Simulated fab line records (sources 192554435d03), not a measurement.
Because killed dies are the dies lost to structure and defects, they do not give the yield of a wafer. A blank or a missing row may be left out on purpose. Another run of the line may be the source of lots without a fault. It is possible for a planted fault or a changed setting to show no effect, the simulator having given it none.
Code-filled problem report in 8D (eight disciplines) form / flow n5Finfet / the parts of the form that need people (team, actions taken, sign-off) are left out

1. THE ISSUE
Wafers without a fault read 125.0 s, standard deviation 0.43; runLengthS at N5_BEOL_M2_CO_CAP_55 reads a mean of 85.3 s on 3 wafers belonging to 2 lots. That puts it -92 standard deviations away from the usual mean.
The step: material Co, precursor CCTBA/H2, target thk 2 nm, time 102.1 s.
The first sign was on wafer L392.6 at day 9 09:14, on cvdCo-02. At this step, 28 wafers from 10 lots have a number in the record. By rule, "out" or "out of limits" means more than 4 standard deviations away from the usual mean. All remaining wafers that have a number are taken as sound.

2. WHAT IT IS, AND WHAT IT ISN'T
question=which readings at this step | is=runLengthS | is not=chamberPressureTorr, heaterPowerOuterW, heaterPowerW
question=which lots | is=L392, L394 | is not=L383, L384, L387, L400, L403, L404, L405, L406
question=which wafers of those lots | is=L392.6, L394.5, L394.6 | is not=L392.4
question=read on which tools | is=cvdCo-02 | is not=cvdCo-01
question=when | is=from day 9 09:14 | is not=up to then (10 sound wafers); but 15 sound wafers of L400, L403, L404, L405, L406 came after

3. SUSPECTS, AND WHAT RULES EACH OUT
Counting: a tool at a process step up to the reading stays a suspect if it ran every lot that is out. Sound lots after the first of them don't rule it out here, since some wafers of a struck lot are sound.
- cvdCo-02 at N5_BEOL_M2_PRE_CLEAN_60 (time 15 s): kept. Every lot that is out went through it, the first being L392 (day 9 09:10); the last sound lot it ran before that was L387 (day 8 05:26).
- cvdCo-02 at N5_BEOL_M2_CO_CAP_55 (material Co, precursor CCTBA/H2, target thk 2 nm, time 102.1 s): kept. Every lot that is out went through it, the first being L392 (day 9 09:14); the last sound lot it ran before that was L387 (day 8 05:29). On those wafers its own readings are out: runLengthS.
After counting, cvdCo-02 at N5_BEOL_M2_PRE_CLEAN_60 and cvdCo-02 at N5_BEOL_M2_CO_CAP_55 remain.

4. THE CAUSE (what the simulator had put in)
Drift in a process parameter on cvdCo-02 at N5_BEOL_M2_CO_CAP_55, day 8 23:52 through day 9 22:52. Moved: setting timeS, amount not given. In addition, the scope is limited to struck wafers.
This tool is one of the 2 suspects left after counting.

5. THE CHAIN OF EFFECTS, in route order
Each row: a reading whose mean over the struck wafers that have a number lies more than 3 standard deviations from the usual. Scope: only readings with a usual standard deviation given in the record; hours: median across lots of the time from each lot's start at the first step in this table that gives one to its start at this step; sigmas: change in usual standard deviations.
hours=0; step=N5_BEOL_M2_CO_CAP_55; reading=runLengthS; usual=125.0 s; on struck wafers=85.3; change=-39.7; sigmas=-92
Process steps it contains:
- N5_BEOL_M2_CO_CAP_55: material Co, precursor CCTBA/H2, target thk 2 nm, time 102.1 s.
At these later measuring or inspecting steps, every struck wafer for which the step has a row has a number for every such reading, and none has moved that far: N5_BEOL_M4_RC_MEAS_101.

6. WHAT WOULD HAVE CAUGHT IT SOONER
The fault began at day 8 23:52; the first out-of-limits reading in this record came at day 9 09:14, 9 hours later.
